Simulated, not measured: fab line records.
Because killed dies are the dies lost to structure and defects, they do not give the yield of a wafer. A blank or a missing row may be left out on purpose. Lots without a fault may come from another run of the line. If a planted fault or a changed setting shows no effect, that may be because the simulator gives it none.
Matching of chambers    flow n5-finfet    N5_BEOL_M4_DEP_57 on pecvd-02 has 3 sister chambers
The step deposits SiCN from 3MS/NH3, target thk 8 nm, time 14 s. 3 wafers are shown with their chamber, then 10 later ones without.

WAFERS WITH THEIR CHAMBER
wafer   chamber  showerhead-plenum-p-Torr (Torr)
L084.6  1        3.680
L087.3  2        3.649
L087.4  0        3.668

WAFERS WHOSE CHAMBER IS MISSING
wafer   showerhead-plenum-p-Torr (Torr)
L087.6  3.656
L091.1  3.651
L091.2  3.673
L091.3  3.660
L094.1  3.663
L094.4  3.659
L094.6  3.666
L097.1  3.671
L097.5  3.660
L097.6  3.671

EACH ONE'S CHAMBER
wafer    from the rows above       in truth
L087.6   can't be placed: 2 or 0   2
L091.1   2                         2
L091.2   can't be placed: 0 or 1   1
L091.3   can't be placed: 0 or 2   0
L094.1   can't be placed: 0 or 2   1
L094.4   can't be placed: 0 or 2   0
L094.6   0                         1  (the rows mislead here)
L097.1   can't be placed: 0 or 1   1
L097.5   can't be placed: 0 or 2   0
L097.6   can't be placed: 0 or 1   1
Placed correctly: 1 of 10. Cannot be placed on the basis of these rows: 8; the candidates contain the true chamber in 7. Number placed wrongly: 1.
How it was worked out, from the rows above alone: a wafer's distance from a chamber is the root of the sum, over the readings, of the square of ((its reading less the chamber's mean) divided by the reading's scatter). The wafer belongs to the nearest chamber; if the next one is less than 2 further off, it can't be placed. The mean given for a chamber averages the wafers shown for that chamber. The scatter: root of mean squared gap, hidden wafer to nearest shown wafer, with one shown wafer a chamber.
